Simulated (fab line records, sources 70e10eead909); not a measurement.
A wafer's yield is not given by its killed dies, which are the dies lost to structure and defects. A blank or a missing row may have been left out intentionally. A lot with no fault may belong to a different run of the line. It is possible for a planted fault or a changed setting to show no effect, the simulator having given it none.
fab line records	flow nandHarc
record: lots: 12	wafers: 36	lastDay: 24
route steps=1159 shown A_SLIT@795 A_WL_FILL@815 A_CONTACT@840
lots with no fault: from the same line, run without faults
startH: hours from the record's opening day to when the first of the lot's shown wafers began	waitH: hours elapsed since this lot's preceding step	" as in the row above	L1.1+2: one row covering several wafers at once	- either no value or no given start	* or withheld: withheld	< > ~ a bound
route shown NAME@n: a module of which the file shows steps, and the number in the route of the first	usual: mean and standard deviation over wafers with no fault	same: alike in all rows	chamber/n: place in a boat	sites: readings site by site	_std_site: how widely they spread, as a standard deviation	_edge_site: inner sites' mean taken away from outer sites' mean	radiusMm: how far each site lies from the wafer's centre	mask NAME#n: copy n	behind: the tool/chamber that last shaped the wafer	hold: reason for holding the lot/hours on hold/outcome of the hold	device: whichever transistor did not switch (one of n, p or np)	end of line: at the end of the route, the tests of the same wafers	where a step has no rows: the recipe by itself	killed: at the first sort, the dies lost to defects and structure; wafer yield is something else	map: dies across one wafer; x = killed, . = not, _ = none there
set.NAME: the run value of the setting; set.NAME@STEP: its run value at that earlier step	model.NAME: the simulator's own value behind a step, which no gauge read
one table for each step of the route and one row for each wafer, over a sample of lots
services: a tool's chamber out of use, with start hour (startH, from the record's first day; less than 0 if before it), hours out, and reason
== steps ==
step: NHARC_A_SLIT_ETCH_15
recipe: targetDepthA: 32000	overEtchFrac: 0.3	timeS: 832	ionEnergyEv: 150	o2FlowSccm: 400	cosFlowSccm: 20	arFlowSccm: 0	rfW: 500	biasW: 300	chemistry: O2/COS
usual: biasW: 300.0/0.89	drypumpMotorCurrentA: 5.8/0.36	mfcArSccm: 0.006/0.012	oesProductAu: 1.001/0.0075	rfVppV: 314.2/2.2	showerheadPlenumPTorr: 3.13/0.14	throttleValvePct: 28.332/0.009
lot.wafer	tool	chamber	startH	waitH	biasW	drypumpMotorCurrentA	mfcArSccm	oesProductAu	rfHoursCounterH	rfVppV	showerheadPlenumPTorr	throttleValvePct
L626.4	rieDiel-05	0	-	-	300.1	5.5	0	1.010	9	316.9	3.36	28.333
L626.1	"	1	"	"	300.8	5.9	0	1.007	9	312.6	2.98	28.318
L626.5	"	3	"	"	300.1	6.0	0.018	1.003	-	314.6	3.17	28.314
L627.1	rieDiel-05	0	332.57	0.1	299.0	5.5	0	0.997	10	317.9	3.36	28.335
L627.4	"	1	"	"	301.4	5.9	0	1.005	-	311.9	2.98	28.327
L627.6	"	0	"	"	299.1	5.5	0	0.997	-	317.8	3.35	28.328
L631.3	rieDiel-09	1	-	-	301.6	6.1	0	1.003	6	316.9	3.32	28.341
L631.5	"	1	"	"	299.9	6.1	0	1.000	-	317.4	3.32	28.329
L631.4	"	3	"	"	300.5	5.4	0.008	1.011	-	314.3	3.15	28.332
L630.2	rieDiel-11	0	-	-	299.4	5.9	0	0.997	12	315.5	3.23	28.320
L630.5	"	3	"	"	301.3	5.4	0	0.993	-	316.8	3.23	28.330
L630.6	"	0	"	"	299.2	5.9	0	0.998	-	315.4	3.23	28.331
L632.2	rieDiel-09	0	-	-	298.8	6.4	0	1.006	9	314.0	3.16	28.335
L632.5	"	0	"	"	300.3	6.4	0	1.002	-	317.1	3.16	28.337
L632.6	"	2	"	"	299.7	6.0	0	1.005	-	312.0	3.07	28.316
L636.4	rieDiel-11	0	-	-	300.9	5.9	0	1.004	1	315.1	3.23	28.333
L636.5	"	2	"	"	300.3	5.1	0.039	1.003	-	311.3	2.91	28.355
L636.6	"	3	"	"	299.8	5.4	0	0.987	-	315.0	3.23	28.357
L637.3	rieDiel-11	0	-	-	299.0	5.9	0	0.999	1	315.5	3.23	28.344
L637.2	"	1	"	"	299.3	5.8	0	1.012	1	312.9	3.04	28.316
L637.1	"	2	"	"	300.4	5.2	0.039	1.026	2	311.8	2.91	28.340
L642.1	rieDiel-05	1	-	-	299.7	5.9	0	1.000	4	312.7	2.98	28.350
L642.3	"	0	"	"	300.8	5.4	0	0.992	4	318.3	3.35	28.331
L642.5	"	1	"	"	299.9	5.9	0	0.998	-	312.2	2.98	28.328
L644.1	rieDiel-09	3	-	-	299.6	5.4	0.008	1.013	13	313.1	3.15	28.327
L644.2	"	0	"	"	298.5	6.4	0	1.010	13	314.8	3.16	28.338
L644.6	"	2	"	"	300.2	6.0	0	1.010	-	313.0	3.07	28.338
L647.4	rieDiel-11	2	-	-	299.6	5.1	0.039	1.000	4	311.0	2.91	28.322
L647.2	"	3	"	"	300.5	5.4	0	0.985	5	316.4	3.23	28.328
L647.3	"	0	"	"	300.5	5.9	0	1.002	6	316.4	3.23	28.344
L646.2	rieDiel-09	1	-	-	299.8	6.1	0	1.002	1	316.6	3.31	28.328
L646.4	"	2	"	"	299.2	6.0	0	0.998	1	313.7	3.07	28.346
L646.1	"	3	"	"	300.7	5.4	0.008	0.995	1	312.8	3.15	28.322
L648.1	rieDiel-11	3	-	-	300.0	5.4	0	0.992	6	315.3	3.23	28.329
L648.4	"	3	"	"	300.0	5.4	0	1.000	-	315.3	3.23	28.338
L648.5	"	1	"	"	299.1	5.8	0	0.993	-	314.2	3.04	28.329
step: NHARC_A_WL_FILL_ETCHBACK_05
recipe: targetDepthA: 220	timeS: 60	tempC: 40	chemistry: Cl2/BCl3
usual: drypumpMotorCurrentA: 5.7/0.49	oesProductAu: 0.999/0.0077	tempC: 40.02/0.12
lot.wafer	tool	chamber	startH	waitH	drypumpMotorCurrentA	oesProductAu	rfHoursCounterH	tempC
L626.1	rieMetal-02	0	340.48	0.2	5.5	1.000	3.4	40.13
L626.4	"	1	"	"	4.9	1.001	-	39.96
L626.5	"	1	"	"	4.9	0.998	-	39.92
L627.1	rieMetal-01	1	352.52	0.2	5.9	0.996	0.4	40.11
L627.4	"	0	"	"	5.8	1.004	-	39.85
L627.6	"	0	"	"	5.8	0.990	-	40.09
L630.2	rieMetal-01	1	358.32	0.2	5.9	0.990	0.7	39.96
L630.6	"	0	"	"	5.8	0.992	-	39.85
L630.5	"	1	"	"	5.9	1.002	-	40.00
L631.4	rieMetal-01	0	361.13	0.2	5.8	1.006	-	40.10
L631.3	"	1	"	"	5.9	1.011	-	39.80
L631.5	"	0	"	"	5.9	1.014	-	40.13
L632.2	rieMetal-03	0	390.20	0.2	6.5	1.007	2.7	39.81
L632.5	"	1	"	"	5.1	1.008	-	40.01
L632.6	"	0	"	"	6.5	1.005	-	40.03
L636.4	rieMetal-01	0	416.46	0.2	5.8	1.001	-	40.06
L636.6	"	1	"	"	5.9	1.002	-	39.87
L636.5	"	0	"	"	5.9	0.996	-	40.09
L637.2	rieMetal-03	0	419.27	0.2	6.5	1.002	3.3	40.14
L637.1	"	1	"	"	5.2	0.996	4.9	40.14
L637.3	"	0	"	"	6.5	0.994	-	40.06
L642.1	rieMetal-01	1	429.86	0.2	5.9	1.001	2.6	39.94
L642.3	"	1	"	"	5.9	0.997	-	39.84
L642.5	"	0	"	"	5.8	0.994	-	39.97
L644.1	rieMetal-01	0	446.07	0.2	5.8	0.989	3.2	40.15
L644.2	"	1	"	"	5.9	0.982	3.2	39.99
L644.6	"	0	"	"	5.8	0.983	-	39.87
L647.2	rieMetal-03	0	471.56	0.2	6.5	1.012	0.1	39.87
L647.3	"	0	"	"	6.5	1.014	-	39.95
L647.4	"	1	"	"	5.1	0.994	-	39.97
L646.1	rieMetal-01	0	472.07	0.2	5.8	0.994	3.8	40.08
L646.2	"	1	"	"	5.9	0.988	3.8	39.78
L646.4	"	0	"	"	5.8	0.985	-	40.01
L648.1	rieMetal-01	0	480.50	0.2	5.8	0.992	4.1	40.05
L648.4	"	1	"	"	5.9	0.993	-	39.97
L648.5	"	0	"	"	5.8	0.988	-	39.92
step: NHARC_A_CONTACT_DEP_24
recipe: targetThkA: 5000	tempC: 400	pressureTorr: 6.5	rfW: 900	teosFlowSccm: 161.4	flowSccm: 2650	targetThkNm: 500	gas: O2	material: SiO2
usual: flowSccm: 2650/7.6	heaterPowerW: 524/97	mfcPrecursorSccm: 161.4/0.45	throttleValvePct: 15.9/0.46
lot.wafer	tool	chamber	startH	waitH	flowSccm	heaterPowerW	mfcPrecursorSccm	throttleValvePct
L626.1	pecvd-03	0	363.15	0.1	2651	415	161.2	16.1
L626.5	"	0	"	"	2654	449	161.4	15.8
L626.4	"	1	"	"	2659	597	162.0	15.9
L630.2	pecvd-01	0	382.50	0.3	2651	417	161.8	15.3
L630.5	"	2	"	"	2646	470	160.9	16.3
L630.6	"	0	"	"	2645	436	161.4	15.5
L627.1	pecvd-03	0	382.78	0.3	2651	501	161.7	16.1
L627.6	"	2	"	"	2648	442	161.5	15.8
L627.4	"	1	"	"	2656	605	160.6	16.1
L631.3	pecvd-03	1	387.15	0.1	2651	591	161.0	16.0
L631.4	"	0	"	"	2654	518	161.5	16.1
L631.5	"	1	"	"	2657	597	161.0	16.1
L632.2	pecvd-01	1	412.40	0.2	2656	663	161.5	15.6
L632.5	"	2	"	"	2654	472	161.3	16.2
L632.6	"	1	"	"	2659	685	162.3	15.8
L637.2	pecvd-03	0	440.76	0.1	2635	541	161.6	15.9
L637.3	"	1	"	"	2656	501	160.8	16.1
L637.1	"	2	"	"	2641	485	161.7	16.1
L636.5	pecvd-03	1	445.16	0.2	2648	462	168.9	16.4
L636.4	"	2	"	"	2654	500	168.7	15.9
L636.6	"	0	"	"	2654	402	168.5	16.3
L642.3	pecvd-03	2	451.14	0.1	2641	457	168.4	16.2
L642.1	"	0	"	"	2663	493	168.3	16.4
L642.5	"	0	"	"	2659	501	168.7	16.6
L644.2	pecvd-01	1	467.58	0.1	2645	601	162.0	15.5
L644.1	"	2	"	"	2644	497	161.2	16.5
L644.6	"	0	"	"	2657	428	162.2	15.2
L646.1	pecvd-01	0	495.19	0.1	2645	362	162.0	15.4
L646.2	"	1	"	"	2641	620	160.9	15.6
L646.4	"	0	"	"	2630	392	161.2	15.4
L647.3	pecvd-04	2	495.65	0.1	2657	737	161.9	16.4
L647.2	"	0	"	"	2642	608	161.5	16.1
L647.4	"	1	"	"	2653	710	161.5	15.1
L648.1	pecvd-01	0	506.43	0.2	2642	461	161.4	15.9
L648.4	"	1	"	"	2634	648	160.8	15.5
L648.5	"	0	"	"	2648	339	161.3	15.3
step: NHARC_A_CONTACT_DESCUM_47
recipe: timeS: 3	o2FlowSccm: 200	arFlowSccm: 0	biasPowerW: 0	chemistry: O2
usual: drypumpMotorCurrentA: 5.6/0.37	mfcArSccm: 0.003/0.0062	oesProductAu: 1.002/0.0081	rfVppV: 57.8/0.92	showerheadPlenumPTorr: 1.92/0.11	throttleValvePct: 11.311/0.0095
lot.wafer	tool	chamber	startH	waitH	drypumpMotorCurrentA	mfcArSccm	oesProductAu	rfHoursCounterH	rfVppV	showerheadPlenumPTorr	throttleValvePct
L626.1	rieDiel-07	0	366.77	0.1	5.0	0	0.996	26	58.2	2.03	11.315
L626.4	"	1	"	"	5.7	0	0.988	28	58.3	1.96	11.307
L626.5	"	2	"	"	5.5	0	0.995	-	56.6	1.76	11.321
L630.2	rieDiel-13	0	386.21	0.1	5.4	0	1.012	36	57.5	1.89	11.320
L630.6	"	0	"	"	5.4	0	1.002	-	57.2	1.90	11.310
L630.5	"	1	"	"	6.3	0	1.000	-	59.1	1.80	11.311
L627.1	rieDiel-07	3	386.63	0.1	6.1	0.006	0.998	30	56.8	1.77	11.332
L627.6	"	3	"	"	6.1	0.006	0.993	-	56.1	1.77	11.315
L627.4	"	1	"	"	5.7	0	0.990	-	56.8	1.95	11.289
L631.3	rieDiel-13	2	390.80	0.1	5.6	0	1.019	39	59.1	2.06	11.304
L631.4	"	3	"	"	5.4	0.022	1.002	39	57.4	1.86	11.304
L631.5	"	0	"	"	5.4	0	1.017	-	56.8	1.89	11.333
L632.2	rieDiel-07	2	417.62	0.1	5.5	0	1.001	0	58.5	2.08	11.315
L632.6	"	1	"	"	5.7	0	0.999	-	57.7	1.95	11.306
L632.5	"	2	"	"	5.5	0	1.006	-	60.1	2.08	11.311
L637.1	rieDiel-13	2	445.59	0.1	5.7	0	0.997	60	59.7	2.06	11.322
L637.3	"	3	"	"	5.4	0.022	0.994	61	56.3	1.86	11.323
L637.2	"	0	"	"	5.5	0	0.999	59	57.6	1.89	11.307
L636.4	rieDiel-07	0	448.62	0.1	5.0	0	1.015	5	57.9	2.02	11.316
L636.5	"	1	"	"	5.7	0	0.995	-	58.4	1.95	11.330
L636.6	"	2	"	"	5.5	0	1.011	-	58.5	2.07	11.315
L642.1	rieDiel-07	0	457.19	0.2	5.0	0	1.008	8	57.7	2.02	11.306
L642.3	"	1	"	"	5.7	0	0.999	7	58.0	1.95	11.306
L642.5	"	1	"	"	5.7	0	0.993	-	56.6	1.95	11.322
L644.1	rieDiel-07	1	472.30	0.1	5.7	0	0.996	11	57.8	1.95	11.306
L644.2	"	2	"	"	5.5	0	0.994	12	58.7	2.07	11.298
L644.6	"	1	"	"	5.7	0	1.000	-	57.7	1.95	11.321
L646.2	rieDiel-07	1	499.04	0.2	5.7	0	0.986	15	58.4	1.95	11.331
L646.4	"	2	"	"	5.5	0	0.990	16	59.1	2.07	11.283
L646.1	"	0	"	"	5.0	0	0.997	16	58.9	2.02	11.315
L647.4	rieDiel-13	0	499.47	0.2	5.5	0	1.000	15	57.4	1.88	11.325
L647.3	"	1	"	"	6.3	0	1.013	16	57.5	1.79	11.315
L647.2	"	2	"	"	5.6	0	1.007	15	59.1	2.05	11.307
L648.1	rieDiel-07	1	510.61	0.1	5.7	0	0.990	18	57.1	1.95	11.297
L648.4	"	3	"	"	6.1	0.006	0.993	20	57.3	1.76	11.300
L648.5	"	0	"	"	5.0	0	0.992	-	58.3	2.02	11.321
== services ==
tool	chamber	startH	hours	kind
rieDiel-13	0	298.36	4.0	repair
rieDiel-07	3	299.84	4.3	repair
rieDiel-07	2	314.19	2.9	repair
rieDiel-09	2	328.17	17.4	repair
rieMetal-01	-	332.00	9.0	pm
rieDiel-13	-	346.60	0.4	repair
rieDiel-11	0	347.36	12.1	repair
rieDiel-09	3	362.15	20.2	repair
rieDiel-11	-	366.50	9.0	pm
pecvd-03	-	369.29	0.4	repair
rieDiel-07	0	380.10	8.9	repair
pecvd-03	-	402.28	0.4	repair
pecvd-01	-	418.24	13.0	pm
rieDiel-11	2	427.88	8.1	repair
rieDiel-09	-	431.28	9.0	pm
rieDiel-11	3	433.79	7.4	repair
rieDiel-13	-	453.14	9.0	pm
rieDiel-11	0	455.08	2.8	repair
pecvd-01	-	461.95	2.4	repair
rieDiel-11	0	462.87	3.9	repair
rieMetal-01	0	464.32	2.0	repair
pecvd-01	2	471.89	8.0	repair
pecvd-03	-	473.14	13.0	pm
rieMetal-01	-	509.09	9.0	pm
== key ==
firstSign: step: NHARC_A_CONTACT_DEP_24	reading: mfcPrecursorSccm	direction: up	sigmas: 16	usual: 161.4	struck: 168.6
effect none on later readings
metAt NHARC_A_CONTACT_DEP_24
struckLots L636,L642
testerLeftOut L636,L642
notActingAt NHARC_A_SLIT_ETCH_15,NHARC_A_WL_FILL_ETCHBACK_05,NHARC_A_CONTACT_DESCUM_47
onsetBetween 440.76 445.16
fault: kind: processParameterDrift	tool: pecvd-03	chamber: -	onsetH: 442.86	steps: NHARC_A_CONTACT_DEP_24	channel: teosFlowSccm	offset: *	shape: step	endH: 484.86	actsIn: *	stated: *
testerLeftOut: of these lots the tester's yield and bins aren't shown, on N5 and GAA mostly nor the transistor test; their killed dies are dies lost to structure and defects alone, not to doping, threshold or leakage, so they don't give the yield
